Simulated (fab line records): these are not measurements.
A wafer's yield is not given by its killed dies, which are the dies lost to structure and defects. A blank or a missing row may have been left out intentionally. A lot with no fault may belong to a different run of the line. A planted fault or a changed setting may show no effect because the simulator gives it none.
Split-lot study -- flow n5_finfet -- route with 1938 steps; 7 lots, 21 wafers read

## ABOUT THE SPLIT
At N5_PASSIVATION_EXPOSE_27 (exposes mask PAD, defocus 0 nm), the setting dose_mj was moved away from the recipe's 32.3 on 10 of the 21 wafers read, by +2.8% to +7.5%. The other wafers ran this setting at the recipe's value.

## FROM THE SPLIT TO THE READING: what the file shows between them, 3 steps
- N5_PASSIVATION_PEB_28 (also split here: peb_time_s)
- N5_PASSIVATION_DEVELOP_29: develop time 60 s
- N5_PASSIVATION_HARDBAKE_31: time 120 s

## THE READING
Shown in nm: cd_nm at N5_PASSIVATION_CD_MEAS_30, with target cd 4000 nm. On this fab line, fault-free wafers typically give 3999.1 nm with a standard deviation of 2.3 nm.

wafer,"tool, chamber at the split",dose_mj as run,against the recipe,"cd_nm, nm",against lot-mates on the recipe
L074.2,"krf_scanner-02, 0",34.72,+7.5%,4015.4,+18.6
L074.3,"krf_scanner-02, 0",32.3,recipe,3996.8,-
L074.5,"krf_scanner-02, 0",34.72,+7.5%,4010.9,+14.1
L080.2,"krf_scanner-02, 0",33.41,+3.4%,4001.8,+4.8
L080.5,"krf_scanner-02, 0",33.41,+3.4%,4006.8,+9.8
L080.6,"krf_scanner-02, 0",32.3,recipe,3997.0,-
L084.1,"krf_scanner-02, 0",32.3,recipe,3998.4,-
L084.2,"krf_scanner-02, 0",32.3,recipe,3999.7,-
L084.3,"krf_scanner-02, 0",32.3,recipe,3997.0,-
L082.1,"krf_scanner-01, 0",32.3,recipe,4002.2,-
L082.2,"krf_scanner-01, 0",32.3,recipe,4005.2,-
L082.5,"krf_scanner-01, 0",32.3,recipe,3999.7,-
L087.1,"krf_scanner-02, 0",33.22,+2.8%,4009.0,+8.2
L087.3,"krf_scanner-02, 0",33.22,+2.8%,4004.3,+3.5
L087.6,"krf_scanner-02, 0",32.3,recipe,4000.8,-
L089.1,"krf_scanner-02, 0",34.03,+5.4%,4009.4,+7.4
L089.4,"krf_scanner-02, 0",32.3,recipe,4005.5,-
L089.6,"krf_scanner-02, 0",32.3,recipe,3998.5,-
L092.1,"krf_scanner-01, 0",34.47,+6.7%,4014.9,no lot-mate on the recipe
L092.2,"krf_scanner-01, 0",34.47,+6.7%,4016.2,no lot-mate on the recipe
L092.4,"krf_scanner-01, 0",34.47,+6.7%,4015.3,no lot-mate on the recipe

THE FIT
A straight line over all 21 wafers: cd_nm changes by +1.99 nm for each +1% of dose_mj; r = +0.90; the points scatter about the line by 3 nm.
The same after taking each lot's own level away (the mean of its wafers on the recipe; 18 wafers): +2.05 nm for each +1%; r = +0.92; scatter 2.4 nm.
That fit puts the effect of the largest move of dose_mj on the reading at 15 nm.
Measured against the standard deviation above, the lots' own levels, which go from 3996.80 to 4002.37 nm, span 2.4 times it.
So the lot-to-lot level changes the slope little: the two slopes agree.
Check: with one of the wafers moved furthest among these (+7.5%) left out of the fit, the line predicts +13.7 nm for it against its lot-mates. Against them it came out at +18.6 nm.

## OTHER SPLITS APPLIED TO THESE WAFERS
Other splits were also applied to these wafers ahead of the reading. Each is held against what the fit with the lots' levels taken away leaves over:
other split on the same wafers,wafers away from the commonest value,r with cd_nm (lot level and that fit taken away)
N5_BEOL_M8_ALD_77 purge_time_s,9,-0.17
N5_BEOL_M9_COAT_64 spin_rpm,6,-0.17
N5_BEOL_M9_COAT_22 spin_rpm,7,-0.19
N5_BEOL_M13_ETCH_59 bias_w,4,+0.19
N5_BEOL_M13_COAT_65 spin_rpm,6,+0.14
N5_BEOL_M13_SPUTTER_43 time_s,8,-0.40
N5_BEOL_M15_ETCH_59 time_s,8,-0.21
N5_MIM_BOT_LITHO_EXPOSE_05 dose_mj,6,-0.13
N5_PASSIVATION_PEB_28 peb_time_s,as run: not given for these wafers,-

## FILE'S OWN FIT
cd_nm changes by +1.95 nm for each +1% of dose_mj, r = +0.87.
